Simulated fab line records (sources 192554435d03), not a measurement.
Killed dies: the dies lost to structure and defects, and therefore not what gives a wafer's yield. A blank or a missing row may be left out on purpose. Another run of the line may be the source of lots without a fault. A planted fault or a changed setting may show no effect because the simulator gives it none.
What tool caused it? / flow n5 finfet / 33 wafers from 11 lots sampled at 4 of the route's 1938 steps

== WHAT THE GAUGES SHOWED, per wafer ==
The record holds no reading of a measuring or inspecting step that can be judged against a usual standard deviation.

== WHAT TOOL EACH LOT RAN ON (gives the tool, then ch and the chambers of the sampled wafers, and finally the start) ==
lot=L549; N5_MIM_TOP_LITHO_DESCUM_10=rie diel-06 ch 0,2,3, day 12 08:58; N5_PASSIVATION_PECVD_55=pecvd-04 ch 0,1,2, day 12 10:38; N5_PASSIVATION_SPUTTER_20=pvd sputter-02, day 12 13:45; N5_PASSIVATION_ANNEAL_56=furnace-03 ch 0, day 12 17:26
lot=L550; N5_MIM_TOP_LITHO_DESCUM_10=rie diel-02 ch 0,1,3, day 12 10:55; N5_PASSIVATION_PECVD_55=pecvd-03 ch 0,1,2, day 12 12:32; N5_PASSIVATION_SPUTTER_20=pvd sputter-02, day 12 14:10; N5_PASSIVATION_ANNEAL_56=furnace-02 ch 0, day 12 17:46
lot=L552; N5_MIM_TOP_LITHO_DESCUM_10=rie diel-06 ch 0,2, day 12 19:55; N5_PASSIVATION_PECVD_55=pecvd-03 ch 0,1, day 12 22:11; N5_PASSIVATION_SPUTTER_20=pvd sputter-01, day 13 01:05; N5_PASSIVATION_ANNEAL_56=furnace-02, day 13 05:09
lot=L558; N5_MIM_TOP_LITHO_DESCUM_10=rie diel-02 ch 0,1,3, day 13 13:36; N5_PASSIVATION_PECVD_55=pecvd-04 ch 1,2, day 13 15:22; N5_PASSIVATION_SPUTTER_20=pvd sputter-03, day 13 16:50; N5_PASSIVATION_ANNEAL_56=furnace-01, day 13 20:37
lot=L557; N5_MIM_TOP_LITHO_DESCUM_10=rie diel-02 ch 1,2,3, day 14 07:22; N5_PASSIVATION_PECVD_55=pecvd-02 ch 0,1, day 14 09:07; N5_PASSIVATION_SPUTTER_20=pvd sputter-01, day 14 13:40; N5_PASSIVATION_ANNEAL_56=furnace-03 ch 0, day 14 17:10
lot=L561; N5_MIM_TOP_LITHO_DESCUM_10=rie diel-01 ch 1,2,3, day 15 13:50; N5_PASSIVATION_PECVD_55=pecvd-03 ch 1,2, day 15 15:30; N5_PASSIVATION_SPUTTER_20=pvd sputter-03, day 15 22:50; N5_PASSIVATION_ANNEAL_56=furnace-01 ch 0, day 16 02:59
lot=L564; N5_MIM_TOP_LITHO_DESCUM_10=rie diel-01 ch 1,2,3, day 15 16:37; N5_PASSIVATION_PECVD_55=pecvd-04 ch 0,1,2, day 15 18:23; N5_PASSIVATION_SPUTTER_20=pvd sputter-01, day 15 20:22; N5_PASSIVATION_ANNEAL_56=furnace-03 ch 0, day 16 00:05
lot=L569; N5_MIM_TOP_LITHO_DESCUM_10=rie diel-02 ch 1,2,3, day 16 09:14; N5_PASSIVATION_PECVD_55=pecvd-04 ch 0,1,2, day 16 10:52; N5_PASSIVATION_SPUTTER_20=pvd sputter-03, day 16 13:55; N5_PASSIVATION_ANNEAL_56=furnace-01 ch 0, day 16 18:02
lot=L567; N5_MIM_TOP_LITHO_DESCUM_10=rie diel-06 ch 0,1, day 16 13:30; N5_PASSIVATION_PECVD_55=pecvd-04 ch 0,1, day 16 15:09; N5_PASSIVATION_SPUTTER_20=pvd sputter-03, day 16 17:04; N5_PASSIVATION_ANNEAL_56=furnace-01 ch 0, day 16 22:02
lot=L570; N5_MIM_TOP_LITHO_DESCUM_10=rie diel-06 ch 0,1,3, day 17 06:46; N5_PASSIVATION_PECVD_55=pecvd-03 ch 1,2, day 17 08:27; N5_PASSIVATION_SPUTTER_20=pvd sputter-03, day 17 11:16; N5_PASSIVATION_ANNEAL_56=furnace-02 ch 0, day 17 14:49
lot=L565; N5_MIM_TOP_LITHO_DESCUM_10=rie diel-06 ch 2,3, day 18 05:31; N5_PASSIVATION_PECVD_55=pecvd-04 ch 1,2, day 18 07:31; N5_PASSIVATION_SPUTTER_20=pvd sputter-03, day 18 11:22; N5_PASSIVATION_ANNEAL_56=furnace-02 ch 0, day 18 15:55
- N5_MIM_TOP_LITHO_DESCUM_10: chemistry O2, time 7.9 s.
- N5_PASSIVATION_PECVD_55: deposits SiO2 from SiH4/N2O, target thk 400 nm, time 22.5 s.
- N5_PASSIVATION_SPUTTER_20: material TaN, target thk 50 nm.
- N5_PASSIVATION_ANNEAL_56: time 1800 s.

== WHAT THE TOOLS THEMSELVES READ (means of the sampled wafers that have a number; where no wafer has one, the mark that the record gives instead) ==
N5_MIM_TOP_LITHO_DESCUM_10. Usual: drypump motor current A 5.7 A, standard deviation 0.46; oes product au 0.78 a.u., standard deviation 0.08; rf vpp V 243.3 V, standard deviation 1.4; showerhead plenum p Torr 2.10 Torr, standard deviation 0.076; throttle valve pct 20.43 %, standard deviation 0.23.
lot=L549; tool=rie diel-06; drypump motor current A (A)=5.8; oes product au (a.u.)=0.77; rf vpp V (V)=241.9; showerhead plenum p Torr (Torr)=2.09; throttle valve pct (%)=20.61; flag=
lot=L550; tool=rie diel-02; drypump motor current A (A)=6.0; oes product au (a.u.)=0.78; rf vpp V (V)=243.9; showerhead plenum p Torr (Torr)=2.12; throttle valve pct (%)=20.31; flag=
lot=L552; tool=rie diel-06; drypump motor current A (A)=5.5; oes product au (a.u.)=0.75; rf vpp V (V)=243.1; showerhead plenum p Torr (Torr)=2.12; throttle valve pct (%)=20.67; flag=
lot=L558; tool=rie diel-02; drypump motor current A (A)=6.0; oes product au (a.u.)=0.85; rf vpp V (V)=243.6; showerhead plenum p Torr (Torr)=2.12; throttle valve pct (%)=20.18; flag=
lot=L557; tool=rie diel-02; drypump motor current A (A)=6.2; oes product au (a.u.)=0.81; rf vpp V (V)=243.7; showerhead plenum p Torr (Torr)=2.11; throttle valve pct (%)=20.30; flag=
lot=L561; tool=rie diel-01; drypump motor current A (A)=5.6; oes product au (a.u.)=0.79; rf vpp V (V)=243.9; showerhead plenum p Torr (Torr)=2.16; throttle valve pct (%)=20.39; flag=
lot=L564; tool=rie diel-01; drypump motor current A (A)=5.6; oes product au (a.u.)=0.79; rf vpp V (V)=244.8; showerhead plenum p Torr (Torr)=2.16; throttle valve pct (%)=20.40; flag=
lot=L569; tool=rie diel-02; drypump motor current A (A)=6.2; oes product au (a.u.)=0.77; rf vpp V (V)=243.6; showerhead plenum p Torr (Torr)=2.10; throttle valve pct (%)=20.32; flag=
lot=L567; tool=rie diel-06; drypump motor current A (A)=5.2; oes product au (a.u.)=0.82; rf vpp V (V)=242.2; showerhead plenum p Torr (Torr)=2.02; throttle valve pct (%)=20.26; flag=
lot=L570; tool=rie diel-06; drypump motor current A (A)=5.7; oes product au (a.u.)=0.78; rf vpp V (V)=242.7; showerhead plenum p Torr (Torr)=2.03; throttle valve pct (%)=20.45; flag=
lot=L565; tool=rie diel-06; drypump motor current A (A)=6.1; oes product au (a.u.)=0.81; rf vpp V (V)=243.3; showerhead plenum p Torr (Torr)=2.09; throttle valve pct (%)=20.69; flag=

N5_PASSIVATION_PECVD_55. Usual: heater power w 675 W, standard deviation 88; showerhead plenum p Torr 8.13 Torr, standard deviation 0.097; throttle valve pct 51.3 %, standard deviation 2.9.
lot=L549; tool=pecvd-04; heater power w (W)=670; showerhead plenum p Torr (Torr)=8.10; throttle valve pct (%)=49.0; flag=
lot=L550; tool=pecvd-03; heater power w (W)=732; showerhead plenum p Torr (Torr)=8.17; throttle valve pct (%)=52.6; flag=
lot=L552; tool=pecvd-03; heater power w (W)=706; showerhead plenum p Torr (Torr)=8.23; throttle valve pct (%)=54.1; flag=
lot=L558; tool=pecvd-04; heater power w (W)=780; showerhead plenum p Torr (Torr)=8.10; throttle valve pct (%)=48.4; flag=
lot=L557; tool=pecvd-02; heater power w (W)=669; showerhead plenum p Torr (Torr)=8.11; throttle valve pct (%)=53.4; flag=
lot=L561; tool=pecvd-03; heater power w (W)=647; showerhead plenum p Torr (Torr)=8.11; throttle valve pct (%)=51.2; flag=
lot=L564; tool=pecvd-04; heater power w (W)=689; showerhead plenum p Torr (Torr)=8.10; throttle valve pct (%)=49.3; flag=
lot=L569; tool=pecvd-04; heater power w (W)=699; showerhead plenum p Torr (Torr)=8.09; throttle valve pct (%)=49.2; flag=
lot=L567; tool=pecvd-04; heater power w (W)=694; showerhead plenum p Torr (Torr)=8.10; throttle valve pct (%)=48.9; flag=
lot=L570; tool=pecvd-03; heater power w (W)=685; showerhead plenum p Torr (Torr)=8.11; throttle valve pct (%)=51.2; flag=
lot=L565; tool=pecvd-04; heater power w (W)=798; showerhead plenum p Torr (Torr)=8.11; throttle valve pct (%)=48.7; flag=

N5_PASSIVATION_SPUTTER_20. Usual: throttle valve pct reads 30.4 % (standard deviation 1.3).
lot=L549; tool=pvd sputter-02; throttle valve pct (%)=29.6; flag=
lot=L550; tool=pvd sputter-02; throttle valve pct (%)=29.9; flag=
lot=L552; tool=pvd sputter-01; throttle valve pct (%)=29.8; flag=
lot=L558; tool=pvd sputter-03; throttle valve pct (%)=31.2; flag=
lot=L557; tool=pvd sputter-01; throttle valve pct (%)=30.0; flag=
lot=L561; tool=pvd sputter-03; throttle valve pct (%)=31.6; flag=
lot=L564; tool=pvd sputter-01; throttle valve pct (%)=30.1; flag=
lot=L569; tool=pvd sputter-03; throttle valve pct (%)=30.7; flag=
lot=L567; tool=pvd sputter-03; throttle valve pct (%)=30.3; flag=
lot=L570; tool=pvd sputter-03; throttle valve pct (%)=30.3; flag=
lot=L565; tool=pvd sputter-03; throttle valve pct (%)=31.5; flag=

N5_PASSIVATION_ANNEAL_56. Usual: spike tc bottom C 422.0 C, standard deviation 2.5; spike tc centre C 401.6 C, standard deviation 1.7.
lot=L549; tool=furnace-03; spike tc bottom C (C)=422.3; spike tc centre C (C)=403.9; flag=
lot=L550; tool=furnace-02; spike tc bottom C (C)=425.1; spike tc centre C (C)=400.6; flag=
lot=L552; tool=furnace-02; spike tc bottom C (C)=-; spike tc centre C (C)=-; flag=OFF
lot=L558; tool=furnace-01; spike tc bottom C (C)=-; spike tc centre C (C)=-; flag=OFF
lot=L557; tool=furnace-03; spike tc bottom C (C)=422.3; spike tc centre C (C)=403.6; flag=
lot=L561; tool=furnace-01; spike tc bottom C (C)=419.0; spike tc centre C (C)=402.6; flag=
lot=L564; tool=furnace-03; spike tc bottom C (C)=422.1; spike tc centre C (C)=404.8; flag=
lot=L569; tool=furnace-01; spike tc bottom C (C)=419.0; spike tc centre C (C)=401.4; flag=
lot=L567; tool=furnace-01; spike tc bottom C (C)=419.7; spike tc centre C (C)=402.3; flag=
lot=L570; tool=furnace-02; spike tc bottom C (C)=424.5; spike tc centre C (C)=400.1; flag=
lot=L565; tool=furnace-02; spike tc bottom C (C)=424.3; spike tc centre C (C)=400.5; flag=

== THE ANSWER, worked out from the rows above alone ==
Rule: a lot counts as off when the mean over its wafers that have a number is more than 3 standard deviations away from the usual mean. A lot without any number at a reading at which 4 lots or more have one is off too. The other lots that the step has rows for count as sound. First the gauges in route order, then the tools' own readings, where a lot's mean is used as printed above. The first step at which some lot is off is used, and at that step the reading that is off furthest; a lot without a number counts as furthest.
Off at N5_PASSIVATION_ANNEAL_56 (spike tc bottom C): L552, L558. Without a number there: L552, L558.
A tool fits if, at that step or a process step before it, it ran every lot that is off, and no sound lot after the first of them. Of those tried, none fits.

== WHAT THE SIMULATOR PUT IN ==
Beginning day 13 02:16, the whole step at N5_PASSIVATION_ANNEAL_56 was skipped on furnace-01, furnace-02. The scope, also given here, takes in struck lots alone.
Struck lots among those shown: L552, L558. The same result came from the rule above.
